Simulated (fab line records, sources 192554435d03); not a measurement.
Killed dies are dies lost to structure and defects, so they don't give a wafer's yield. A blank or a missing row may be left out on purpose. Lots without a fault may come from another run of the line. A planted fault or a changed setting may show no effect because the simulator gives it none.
fab line records | flow n5_finfet
record lots=24 wafers=72 last_day=18
route steps=1938 shown BEOL_M3@1007 BEOL_M4@1037
lots that met no fault: from a run of the same line without faults
start_h: hours from the record's first day to the start of the lot's first wafer shown | wait_h: hours since the lot's step before | " the same as in the row above | L1.1+2: a row that stands for several wafers | - no value, or no start given | * or withheld: withheld | < > ~ a bound
route shown NAME@n: a module of which the file shows steps, and the number in the route of the first | usual: mean/standard deviation of fault-free wafers | same: alike in all rows | chamber/n: place in a boat | sites: the reading at each site | _std_site: their standard deviation | _edge_site: outer sites' mean less inner sites' | radius_mm: how far each site lies from the wafer's centre | mask NAME#n: copy n | behind: the tool/chamber that last shaped the wafer | hold: why the lot was held/for how many hours/how that ended | device: the transistor (n, p or np) that didn't switch | end of line: the same wafers' tests at the end of the route | a step without rows: its recipe alone | killed: dies lost to structure and defects at the first sort, not the wafer's yield | map: a wafer's dies, x killed, . not, _ none there
set.NAME: the setting as run; set.NAME@STEP: as run at that earlier step | model.NAME: the simulator's own value behind a step, which no gauge read
steps of the route over a sample of lots; a table a step, a row a wafer
services: from which hour (start_h, from the record's first day; less than 0 if before it) a tool's chamber was out of use, for how many hours, and why
## steps
# step N5_BEOL_M3_ANNEAL_93
# recipe temp_c=400 time_s=240 ambient=vacuum
# usual heater_power_w=825/110
# columns lot.wafer tool chamber start_h wait_h heater_power_w
L074.1 pvd_sputter-02 - 151.00 0.0 764
L074.3 " - " " 1058
L074.6 " - " " 769
L075.1 pvd_sputter-01 - 163.39 0.0 797
L075.3 " - " " 755
L075.4 " - " " 815
L076.1 pvd_sputter-01 - 181.04 0.0 938
L076.3 " - " " 794
L076.6 " - " " 818
L077.1 pvd_sputter-02 - 181.75 0.0 706
L077.3 " - " " 800
L077.6 " - " " 1074
L078.2 pvd_sputter-01 - 187.53 0.0 811
L078.4 " - " " 909
L078.5 " - " " 804
L079.1 pvd_sputter-03 - 188.24 0.0 980
L079.3 " - " " 878
L079.4 " - " " 750
L080.2 pvd_sputter-02 - 194.00 0.0 765
L080.4 " - " " 737
L080.5 " - " " 734
L081.1 pvd_sputter-01 - 200.98 0.0 924
L081.4 " - " " 741
L081.5 " - " " 743
L082.1 pvd_sputter-03 - 212.20 0.0 868
L082.3 " - " " 757
L082.5 " - " " 879
L083.1 pvd_sputter-01 - 215.13 0.0 803
L083.5 " - " " 765
L083.6 " - " " 822
L085.3 pvd_sputter-01 - 219.57 0.0 926
L085.5 " - " " 761
L085.6 " - " " 815
L084.2 pvd_sputter-03 - 219.94 0.0 963
L084.3 " - " " 885
L084.5 " - " " 938
L086.1 pvd_sputter-02 - 239.90 0.0 726
L086.3 " - " " 767
L086.4 " - " " 786
L087.2 pvd_sputter-03 - 240.27 0.0 762
L087.3 " - " " 697
L087.5 " - " " 752
L089.1 pvd_sputter-03 - 247.94 0.0 770
L089.5 " - " " 972
L089.6 " - " " 692
L088.1 pvd_sputter-02 - 255.37 0.0 740
L088.4 " - " " 760
L088.5 " - " " 746
L091.3 pvd_sputter-01 - 257.90 0.0 817
L091.4 " - " " 754
L091.6 " - " " 799
L090.1 pvd_sputter-02 - 261.03 0.0 799
L090.3 " - " " 766
L090.5 " - " " 1093
L093.3 pvd_sputter-03 - 270.76 0.0 773
L093.4 " - " " 686
L093.6 " - " " 878
L092.3 pvd_sputter-01 - 270.87 0.0 789
L092.4 " - " " 802
L092.6 " - " " 950
L094.1 pvd_sputter-02 - 287.55 0.0 803
L094.5 " - " " 782
L094.6 " - " " 733
L096.1 pvd_sputter-02 - 291.23 0.0 739
L096.5 " - " " 732
L096.6 " - " " 800
L095.2 pvd_sputter-03 - 296.81 0.0 746
L095.4 " - " " 953
L095.6 " - " " 763
L097.1 pvd_sputter-02 - 306.75 0.0 1077
L097.2 " - " " 745
L097.3 " - " " 706
# step N5_BEOL_M4_DESCUM_16
# recipe chemistry=O2 time_s=7 source_power_w=50 bias_power_w=20 pressure_mtorr=20 rf_frequency_hz=2.712e+07 temp_c=40 resist=CAR-EUV o2_flow_sccm=225
# usual drypump_motor_current_A=5.7/0.54 oes_product_au=0.80/0.093 rf_vpp_V=243.8/1.4 showerhead_plenum_p_Torr=2.13/0.066 throttle_valve_pct=20.37/0.25
# columns lot.wafer tool chamber start_h wait_h drypump_motor_current_A oes_product_au rf_hours_counter_h rf_vpp_V showerhead_plenum_p_Torr throttle_valve_pct
L074.1 rie_diel-01 1 155.53 0.4 5.8 0.68 242 241.7 1.97 20.20
L074.3 " 0 " " 6.3 0.79 104 243.2 2.20 20.23
L074.6 " 3 " " 6.5 0.69 - 243.5 2.15 20.58
L075.1 rie_diel-03 1 175.13 0.0 5.5 0.71 179 243.6 2.17 20.48
L075.3 " 0 " " 5.2 0.90 27 243.3 2.12 20.09
L075.4 " 2 " " 5.0 0.83 70 241.6 2.14 20.73
L076.1 rie_diel-01 2 186.55 0.0 5.2 0.85 58 245.3 2.19 20.06
L076.3 " 1 " " 5.7 0.67 250 241.6 1.96 20.20
L076.6 " 2 " " 5.3 0.85 - 246.0 2.19 20.07
L077.1 rie_diel-06 3 187.09 0.0 5.4 0.95 5 245.1 2.25 20.41
L077.3 " 1 " " 6.6 0.72 207 245.1 2.18 20.57
L077.6 " 0 " " 5.7 0.70 - 244.9 2.16 20.50
L078.2 rie_diel-06 1 191.98 0.0 6.6 0.72 209 245.9 2.18 20.56
L078.4 " 0 " " 5.8 0.69 223 244.8 2.16 20.53
L078.5 " 1 " " 6.6 0.71 - 244.2 2.18 20.56
L079.1 rie_diel-03 0 192.18 0.0 5.2 0.89 32 245.2 2.12 20.08
L079.3 " 2 " " 5.0 0.82 76 243.4 2.14 20.75
L079.4 " 1 " " 5.5 0.71 185 244.1 2.17 20.49
L080.2 rie_diel-01 2 198.85 0.3 5.2 0.83 62 244.6 2.19 20.08
L080.4 " 0 " " 6.3 0.76 - 244.6 2.19 20.25
L080.5 " 1 " " 5.7 0.65 - 241.7 1.96 20.23
L081.1 rie_diel-03 0 203.96 0.0 5.2 0.88 38 243.4 2.11 20.10
L081.4 " 3 " " 5.9 0.81 108 243.0 2.04 20.61
L081.5 " 0 " " 5.2 0.87 - 243.1 2.11 20.10
L082.1 rie_diel-01 3 216.39 0.0 6.6 0.97 1 243.4 2.15 20.15
L082.3 " 2 " " 5.2 0.84 70 245.1 2.19 20.09
L082.5 " 0 " " 6.3 0.77 - 243.7 2.19 20.27
L083.1 rie_diel-01 2 218.40 1.0 5.2 0.83 71 245.6 2.19 20.09
L083.5 " 0 " " 6.3 0.75 - 243.6 2.19 20.28
L083.6 " 2 " " 5.2 0.83 - 245.9 2.19 20.09
L085.3 rie_diel-03 3 221.93 0.0 6.0 0.79 115 243.0 2.04 20.61
L085.5 " 0 " " 5.2 0.88 - 243.9 2.11 20.10
L085.6 " 3 " " 6.0 0.80 - 241.3 2.03 20.60
L084.2 rie_diel-06 3 222.26 0.0 5.4 0.90 19 245.1 2.25 20.44
L084.3 " 2 " " 6.3 1.04 1 240.7 2.04 19.93
L084.5 " 2 " " 6.3 1.01 - 243.5 2.04 19.92
L086.1 rie_diel-03 1 245.39 0.3 5.5 0.70 206 244.8 2.16 20.51
L086.3 " 3 " " 5.9 0.79 125 242.7 2.03 20.62
L086.4 " 0 " " 5.2 0.86 54 242.5 2.11 20.14
L087.2 rie_diel-03 3 246.50 1.2 5.9 0.79 126 241.5 2.03 20.61
L087.3 " 0 " " 5.2 0.85 55 243.2 2.11 20.11
L087.5 " 0 " " 5.2 0.85 - 243.0 2.11 20.12
L089.1 rie_diel-01 0 251.44 1.2 6.3 0.75 145 244.7 2.18 20.30
L089.5 " 2 " " 5.2 0.81 - 244.6 2.18 20.11
L089.6 " 3 " " 6.6 0.91 - 244.0 2.14 20.18
L088.1 rie_diel-03 0 258.73 0.1 5.2 0.85 60 243.9 2.11 20.12
L088.4 " 3 " " 6.0 0.78 131 240.5 2.03 20.62
L088.5 " 1 " " 5.5 0.70 - 244.6 2.16 20.53
L091.3 rie_diel-03 2 260.10 0.1 5.0 0.80 104 243.2 2.13 20.78
L091.4 " 1 " " 5.5 0.70 - 242.8 2.16 20.53
L091.6 " 0 " " 5.2 0.86 - 242.6 2.11 20.14
L090.1 rie_diel-01 3 264.29 0.0 6.6 0.90 23 244.1 2.14 20.17
L090.3 " 2 " " 5.2 0.80 92 244.1 2.18 20.12
L090.5 " 2 " " 5.2 0.80 - 243.8 2.18 20.10
L093.3 rie_diel-03 3 273.46 0.0 6.0 0.77 135 242.1 2.03 20.64
L093.4 " 0 " " 5.2 0.84 66 241.7 2.10 20.15
L093.6 " 0 " " 5.2 0.84 - 242.8 2.10 20.13
L092.3 rie_diel-06 0 273.67 0.1 5.8 0.68 248 244.0 2.15 20.56
L092.4 " 1 " " 6.6 0.69 237 243.5 2.17 20.62
L092.6 " 0 " " 5.7 0.68 - 245.3 2.15 20.56
L094.1 rie_diel-06 1 293.24 0.3 6.6 0.70 242 244.3 2.17 20.62
L094.5 " 1 " " 6.6 0.70 - 244.3 2.16 20.62
L094.6 " 3 " " 5.4 0.89 - 245.9 2.24 20.47
L096.1 rie_diel-03 1 293.94 0.0 5.5 0.68 226 245.1 2.15 20.57
L096.5 " 2 " " 5.0 0.79 - 244.1 2.12 20.82
L096.6 " 1 " " 5.5 0.67 - 245.2 2.15 20.53
L095.2 rie_diel-06 0 303.00 0.0 5.7 1.00 1 244.4 2.15 20.17
L095.4 " 3 " " 5.4 0.87 37 244.2 2.24 20.46
L095.6 " 0 " " 5.8 1.01 - 243.3 2.15 20.16
L097.1 rie_diel-06 0 309.06 0.0 5.7 0.98 3 243.9 2.15 20.17
L097.2 " 2 " " 6.3 0.94 29 242.5 2.03 19.99
L097.3 " 1 " " 6.6 0.69 248 245.3 2.16 20.62
# step N5_BEOL_M4_ETCH_74
# recipe chemistry=N2/H2 target=underlayer target_depth_a=65 mask_material=CAR-EUV time_s=5.2 ion_energy_ev=200 pressure_mtorr=30 source_w=840 bias_w=150 n2_flow_sccm=200 h2_flow_sccm=200 ends=cleared
# usual drypump_motor_current_A=5.7/0.54 etch_rf_on_time_s=5.13/0.14 oes_product_au=0.69/0.077 rf_vpp_V=525.4/2.5 showerhead_plenum_p_Torr=2.59/0.085 throttle_valve_pct=17.78/0.22
# columns lot.wafer tool chamber start_h wait_h drypump_motor_current_A etch_rf_on_time_s oes_product_au rf_hours_counter_h rf_vpp_V showerhead_plenum_p_Torr throttle_valve_pct
L074.1 rie_diel-01 1 155.57 0.0 5.8 5.16 0.57 242 517.7 2.38 17.52
L074.3 " 0 " " 6.3 5.28 0.65 104 527.8 2.66 17.61
L074.6 " 3 " " 6.6 5.09 0.61 - 527.8 2.61 18.01
L075.1 rie_diel-03 1 175.16 0.0 5.5 4.92 0.64 179 526.8 2.63 17.90
L075.3 " 0 " " 5.2 5.29 0.76 27 526.8 2.59 17.57
L075.4 " 2 " " 5.0 5.04 0.71 70 524.8 2.59 18.23
L076.1 rie_diel-01 2 186.58 0.0 5.2 4.92 0.73 58 527.5 2.71 17.76
L076.3 " 1 " " 5.7 5.17 0.57 250 520.3 2.38 17.55
L076.6 " 2 " " 5.2 4.97 0.73 - 527.7 2.71 17.76
L077.1 rie_diel-06 3 187.13 0.0 5.4 5.36 0.81 5 529.3 2.70 17.61
L077.3 " 1 " " 6.6 5.17 0.61 207 525.4 2.62 17.80
L077.6 " 0 " " 5.7 5.17 0.60 - 525.0 2.62 17.88
L078.2 rie_diel-06 1 192.01 0.0 6.6 5.18 0.62 209 525.6 2.62 17.78
L078.4 " 0 " " 5.8 5.17 0.58 223 528.1 2.62 17.90
L078.5 " 1 " " 6.6 5.19 0.61 - 528.6 2.62 17.78
L079.1 rie_diel-03 0 192.22 0.0 5.2 5.33 0.74 32 525.7 2.59 17.56
L079.3 " 2 " " 5.0 5.06 0.71 76 525.7 2.59 18.23
L079.4 " 1 " " 5.5 4.97 0.63 185 524.3 2.63 17.92
L080.2 rie_diel-01 2 198.89 0.0 5.2 4.98 0.73 62 527.1 2.71 17.77
L080.4 " 0 " " 6.4 5.33 0.64 - 527.7 2.66 17.63
L080.5 " 1 " " 5.7 5.21 0.56 - 521.4 2.38 17.56
L081.1 rie_diel-03 0 203.99 0.0 5.2 5.33 0.74 38 526.7 2.58 17.59
L081.4 " 3 " " 6.0 5.06 0.69 108 522.6 2.44 17.70
L081.5 " 0 " " 5.2 5.31 0.75 - 525.9 2.59 17.56
L082.1 rie_diel-01 3 216.43 0.0 6.5 4.99 0.83 1 525.0 2.61 17.56
L082.3 " 2 " " 5.2 4.97 0.73 70 527.9 2.71 17.79
L082.5 " 0 " " 6.4 5.29 0.65 - 527.9 2.65 17.65
L083.1 rie_diel-01 2 218.44 0.0 5.2 4.97 0.72 71 529.6 2.71 17.78
L083.5 " 0 " " 6.3 5.33 0.63 - 526.3 2.65 17.64
L083.6 " 2 " " 5.2 5.02 0.72 - 525.9 2.71 17.81
L085.3 rie_diel-03 3 221.96 0.0 5.9 5.09 0.68 115 520.8 2.43 17.71
L085.5 " 0 " " 5.2 5.34 0.74 - 525.5 2.58 17.60
L085.6 " 3 " " 5.9 5.11 0.68 - 521.6 2.43 17.71
L084.2 rie_diel-06 3 222.30 0.0 5.4 5.34 0.78 19 529.0 2.70 17.63
L084.3 " 2 " " 6.3 5.00 0.87 1 521.4 2.51 17.64
L084.5 " 2 " " 6.3 5.05 0.87 - 523.7 2.51 17.64
L086.1 rie_diel-03 1 245.42 0.0 5.5 4.97 0.61 206 526.8 2.62 17.95
L086.3 " 3 " " 6.0 5.09 0.67 125 519.7 2.43 17.71
L086.4 " 0 " " 5.2 5.33 0.72 54 525.0 2.58 17.59
L087.2 rie_diel-03 3 246.53 0.0 5.9 5.05 0.67 126 521.3 2.43 17.72
L087.3 " 0 " " 5.2 5.30 0.72 55 525.7 2.58 17.60
L087.5 " 0 " " 5.2 5.31 0.71 - 526.7 2.58 17.61
L089.1 rie_diel-01 0 251.48 0.0 6.3 5.34 0.63 145 526.3 2.65 17.65
L089.5 " 2 " " 5.2 4.96 0.71 - 528.1 2.70 17.80
L089.6 " 3 " " 6.6 4.96 0.78 - 524.3 2.60 17.55
L088.1 rie_diel-03 0 258.76 0.0 5.2 5.35 0.71 60 524.5 2.58 17.61
L088.4 " 3 " " 5.9 5.03 0.67 131 519.7 2.43 17.71
L088.5 " 1 " " 5.5 5.03 0.60 - 524.5 2.62 17.96
L091.3 rie_diel-03 2 260.14 0.0 5.0 5.06 0.68 104 524.2 2.58 18.28
L091.4 " 1 " " 5.5 5.00 0.60 - 525.7 2.62 17.97
L091.6 " 0 " " 5.2 5.34 0.71 - 524.8 2.58 17.59
L090.1 rie_diel-01 3 264.33 0.0 6.6 4.90 0.78 23 526.5 2.60 17.59
L090.3 " 2 " " 5.2 4.96 0.71 92 527.6 2.70 17.82
L090.5 " 2 " " 5.3 4.94 0.70 - 527.9 2.70 17.82
L093.3 rie_diel-03 3 273.49 0.0 6.0 4.98 0.66 135 523.6 2.43 17.74
L093.4 " 0 " " 5.2 5.30 0.71 66 525.0 2.57 17.61
L093.6 " 0 " " 5.2 5.33 0.71 - 523.7 2.57 17.62
L092.3 rie_diel-06 0 273.71 0.0 5.8 5.16 0.58 248 526.5 2.61 17.94
L092.4 " 1 " " 6.6 5.11 0.60 237 525.9 2.61 17.83
L092.6 " 0 " " 5.7 5.16 0.57 - 526.4 2.61 17.98
L094.1 rie_diel-06 1 293.28 0.0 6.6 5.18 0.59 242 525.3 2.60 17.85
L094.5 " 1 " " 6.6 5.16 0.60 - 525.9 2.60 17.83
L094.6 " 3 " " 5.4 5.33 0.75 - 526.8 2.69 17.65
L096.1 rie_diel-03 1 293.97 0.0 5.5 5.07 0.59 226 527.1 2.61 17.99
L096.5 " 2 " " 5.0 5.02 0.67 - 525.7 2.57 18.29
L096.6 " 1 " " 5.5 4.97 0.60 - 524.8 2.61 18.00
L095.2 rie_diel-06 0 303.04 0.0 5.7 5.28 0.83 1 525.2 2.60 17.51
L095.4 " 3 " " 5.4 5.31 0.74 37 528.9 2.69 17.66
L095.6 " 0 " " 5.7 5.33 0.84 - 525.7 2.61 17.51
L097.1 rie_diel-06 0 309.09 0.0 5.8 5.31 0.83 3 525.8 2.60 17.51
L097.2 " 2 " " 6.3 5.08 0.78 29 521.8 2.50 17.68
L097.3 " 1 " " 6.6 5.17 0.59 248 527.0 2.60 17.85
# step N5_BEOL_M4_CD_MEAS_28
# recipe target_cd_nm=26.2 landing_energy_ev=500 detector=se_inlens target_cd_y_nm=24.1 polarity=opening
# usual cd_nm=26.19/0.24
# columns lot.wafer tool chamber start_h wait_h cd_nm
L074.1 cd_sem-01 0 156.31 - 26.33
L074.3 " 0 " " 26.18
L074.6 " 0 " " 26.40
L075.1 cd_sem-02 0 175.88 - 26.28
L075.3 " 0 " " 26.05
L075.4 " 0 " " 26.17
L076.1 cd_sem-02 0 187.30 - 26.21
L076.3 " 0 " " 26.80
L076.6 " 0 " " 26.24
L077.1 cd_sem-02 0 187.92 - 25.65
L077.3 " 0 " " 26.07
L077.6 " 0 " " 26.04
L078.2 cd_sem-03 0 192.80 - 26.43
L078.4 " 0 " " 26.38
L078.5 " 0 " " 26.41
L079.1 cd_sem-01 0 193.06 - 26.35
L079.3 " 0 " " 26.45
L079.4 " 0 " " 26.17
L080.2 cd_sem-02 0 199.79 - 25.81
L080.4 " 0 " " 25.93
L080.5 " 0 " " 26.05
L081.1 cd_sem-03 0 204.84 - 26.47
L081.4 " 0 " " 26.19
L081.5 " 0 " " 25.94
L082.1 cd_sem-03 0 217.15 - 26.00
L082.3 " 0 " " 26.04
L082.5 " 0 " " 26.00
L083.1 cd_sem-02 0 219.29 - 26.20
L083.5 " 0 " " 26.52
L083.6 " 0 " " 26.15
L085.3 cd_sem-01 0 222.69 - 26.41
L085.5 " 0 " " 25.73
L085.6 " 0 " " 26.17
L084.2 cd_sem-01 0 223.09 - 26.31
L084.3 " 0 " " 26.47
L084.5 " 0 " " 26.33
L086.1 cd_sem-03 0 246.67 - 26.28
L086.3 " 0 " " 26.23
L086.4 " 0 " " 26.50
L087.2 cd_sem-03 0 247.30 - 26.34
L087.3 " 0 " " 26.13
L087.5 " 0 " " 26.30
L089.1 cd_sem-03 0 252.27 - 26.43
L089.5 " 0 " " 26.49
L089.6 " 0 " " 26.00
L088.1 cd_sem-02 0 259.61 - 26.13
L088.4 " 0 " " 26.14
L088.5 " 0 " " 26.34
L091.3 cd_sem-02 0 260.87 - 26.59
L091.4 " 0 " " 26.36
L091.6 " 0 " " 26.20
L090.1 cd_sem-02 0 265.05 - 25.92
L090.3 " 0 " " 25.94
L090.5 " 0 " " 26.02
L093.3 cd_sem-02 0 274.46 - 26.36
L093.4 " 0 " " 25.79
L093.6 " 0 " " 25.91
L092.3 cd_sem-01 0 274.64 - 26.28
L092.4 " 0 " " 26.53
L092.6 " 0 " " 26.10
L094.1 cd_sem-01 0 294.18 - 25.80
L094.5 " 0 " " 25.91
L094.6 " 0 " " 26.21
L096.1 cd_sem-02 0 294.69 - 25.86
L096.5 " 0 " " 25.69
L096.6 " 0 " " 26.36
L095.2 cd_sem-01 0 303.90 - 25.78
L095.4 " 0 " " 26.48
L095.6 " 0 " " 26.12
L097.1 cd_sem-03 0 309.81 - 26.50
L097.2 " 0 " " 26.14
L097.3 " 0 " " 26.45
# step N5_BEOL_M4_SPUTTER_86
# recipe material=Cu target_thk_a=45 temp_c=-20 chamber_pressure_pa=0.07 power_w=withheld time_s=8.29
# usual throttle_valve_pct=30.4/1.4
# columns lot.wafer tool chamber start_h wait_h throttle_valve_pct
L074.1 pvd_sputter-03 - 163.44 0.1 28.7
L074.3 " - " " 28.9
L074.6 " - " " 28.7
L075.1 pvd_sputter-01 - 178.29 0.1 28.4
L075.3 " - " " 29.9
L075.4 " - " " 31.4
L076.1 pvd_sputter-03 - 191.93 0.1 32.1
L076.3 " - " " 28.7
L076.6 " - " " 28.9
L077.1 pvd_sputter-01 - 192.98 0.1 31.4
L077.3 " - " " 28.4
L077.6 " - " " 32.2
L079.1 pvd_sputter-03 - 196.21 0.1 31.6
L079.3 " - " " 28.5
L079.4 " - " " 29.1
L078.2 pvd_sputter-02 - 196.66 0.1 30.2
L078.4 " - " " 30.7
L078.5 " - " " 29.8
L080.2 pvd_sputter-03 - 214.32 0.1 31.7
L080.4 " - " " 32.1
L080.5 " - " " 28.4
L081.1 pvd_sputter-02 - 214.56 0.1 31.0
L081.4 " - " " 28.9
L081.5 " - " " 30.3
L083.1 pvd_sputter-02 - 222.44 0.1 29.0
L083.5 " - " " 31.1
L083.6 " - " " 30.8
L082.1 pvd_sputter-01 - 222.70 0.1 30.2
L082.3 " - " " 32.2
L082.5 " - " " 31.5
L084.2 pvd_sputter-03 - 230.10 0.1 28.4
L084.3 " - " " 32.1
L084.5 " - " " 28.6
L085.3 pvd_sputter-02 - 231.51 0.1 30.8
L085.5 " - " " 31.0
L085.6 " - " " 29.8
L086.1 pvd_sputter-01 - 250.58 0.1 28.6
L086.3 " - " " 31.1
L086.4 " - " " 31.9
L087.2 pvd_sputter-01 - 253.42 0.1 30.4
L087.3 " - " " 31.0
L087.5 " - " " 32.1
L089.1 pvd_sputter-03 - 258.15 0.1 31.4
L089.5 " - " " 32.2
L089.6 " - " " 28.6
L091.3 pvd_sputter-01 - 265.35 0.1 30.2
L091.4 " - " " 28.4
L091.6 " - " " 30.2
L088.1 pvd_sputter-03 - 265.44 0.1 28.7
L088.4 " - " " 28.4
L088.5 " - " " 31.6
L090.1 pvd_sputter-03 - 275.52 0.1 28.7
L090.3 " - " " 31.7
L090.5 " - " " 28.9
L093.3 pvd_sputter-01 - 283.75 0.1 31.5
L093.4 " - " " 31.9
L093.6 " - " " 31.5
L092.3 pvd_sputter-01 - 290.63 0.1 28.8
L092.4 " - " " 30.2
L092.6 " - " " 30.0
L094.1 pvd_sputter-02 - 301.40 0.1 30.2
L094.5 " - " " 30.6
L094.6 " - " " 29.3
L096.1 pvd_sputter-03 - 309.34 0.1 31.7
L096.5 " - " " 31.8
L096.6 " - " " 29.1
L095.2 pvd_sputter-01 - 309.68 0.1 28.7
L095.4 " - " " 31.8
L095.6 " - " " 28.6
L097.1 pvd_sputter-03 - 317.69 0.1 28.7
L097.2 " - " " 28.6
L097.3 " - " " 32.2
# step N5_BEOL_M4_ANNEAL_93
# recipe temp_c=400 time_s=240 ambient=vacuum
# usual heater_power_w=826/99
# columns lot.wafer tool chamber start_h wait_h heater_power_w
L074.1 pvd_sputter-03 - 164.18 0.0 964
L074.3 " - " " 738
L074.6 " - " " 946
L075.1 pvd_sputter-01 - 179.03 0.0 745
L075.3 " - " " 809
L075.4 " - " " 938
L076.1 pvd_sputter-03 - 192.67 0.0 890
L076.3 " - " " 758
L076.6 " - " " 969
L077.1 pvd_sputter-01 - 193.72 0.0 911
L077.3 " - " " 753
L077.6 " - " " 809
L079.1 pvd_sputter-03 - 196.95 0.0 699
L079.3 " - " " 752
L079.4 " - " " 951
L078.2 pvd_sputter-02 - 197.40 0.0 790
L078.4 " - " " 732
L078.5 " - " " 790
L080.2 pvd_sputter-03 - 215.06 0.0 701
L080.4 " - " " 886
L080.5 " - " " 759
L081.1 pvd_sputter-02 - 215.30 0.0 1077
L081.4 " - " " 778
L081.5 " - " " 1091
L083.1 pvd_sputter-02 - 223.18 0.0 763
L083.5 " - " " 1091
L083.6 " - " " 734
L082.1 pvd_sputter-01 - 223.44 0.0 796
L082.3 " - " " 801
L082.5 " - " " 936
L084.2 pvd_sputter-03 - 230.84 0.0 743
L084.3 " - " " 894
L084.5 " - " " 739
L085.3 pvd_sputter-02 - 232.25 0.0 730
L085.5 " - " " 732
L085.6 " - " " 795
L086.1 pvd_sputter-01 - 251.32 0.0 742
L086.3 " - " " 932
L086.4 " - " " 792
L087.2 pvd_sputter-01 - 254.16 0.0 813
L087.3 " - " " 934
L087.5 " - " " 807
L089.1 pvd_sputter-03 - 258.89 0.0 718
L089.5 " - " " 871
L089.6 " - " " 759
L091.3 pvd_sputter-01 - 266.09 0.0 798
L091.4 " - " " 765
L091.6 " - " " 787
L088.1 pvd_sputter-03 - 266.18 0.0 934
L088.4 " - " " 731
L088.5 " - " " 721
L090.1 pvd_sputter-03 - 276.26 0.0 764
L090.3 " - " " 678
L090.5 " - " " 946
L093.3 pvd_sputter-01 - 284.49 0.0 941
L093.4 " - " " 793
L093.6 " - " " 942
L092.3 pvd_sputter-01 - 291.37 0.0 769
L092.4 " - " " 813
L092.6 " - " " 786
L094.1 pvd_sputter-02 - 302.14 0.0 774
L094.5 " - " " 1046
L094.6 " - " " 768
L096.1 pvd_sputter-03 - 310.08 0.0 706
L096.5 " - " " 711
L096.6 " - " " 942
L095.2 pvd_sputter-01 - 310.42 0.0 755
L095.4 " - " " 804
L095.6 " - " " 745
L097.1 pvd_sputter-03 - 318.43 0.0 766
L097.2 " - " " 964
L097.3 " - " " 885
## services
# columns tool chamber start_h hours kind
rie_diel-06 3 136.50 - clean
rie_diel-06 3 136.50 - consumable_replace:focus_ring
rie_diel-06 3 136.50 - consumable_replace:showerhead
rie_diel-06 3 136.50 34.7 scheduled_down
rie_diel-06 3 136.50 34.7 vent_cycle
pvd_sputter-03 - 144.93 4.2 repair
rie_diel-06 2 169.03 5.1 repair
rie_diel-01 3 172.08 16.0 repair
rie_diel-01 1 175.77 9.0 repair
pvd_sputter-03 - 178.36 1.0 repair
rie_diel-06 - 183.10 0.2 repair
rie_diel-03 3 184.82 4.3 repair
rie_diel-01 3 188.14 - clean
rie_diel-01 3 188.14 - consumable_replace:focus_ring
rie_diel-01 3 188.14 25.6 scheduled_down
rie_diel-01 3 188.14 25.6 vent_cycle
rie_diel-06 - 233.19 15.6 pm
rie_diel-06 3 251.02 9.4 repair
rie_diel-03 3 259.60 4.2 repair
rie_diel-06 0 263.94 4.2 repair
rie_diel-06 - 277.23 4.3 pm
rie_diel-01 0 287.50 1.8 repair
rie_diel-03 0 303.24 7.5 repair
rie_diel-06 2 309.91 2.8 repair
## key
fault none
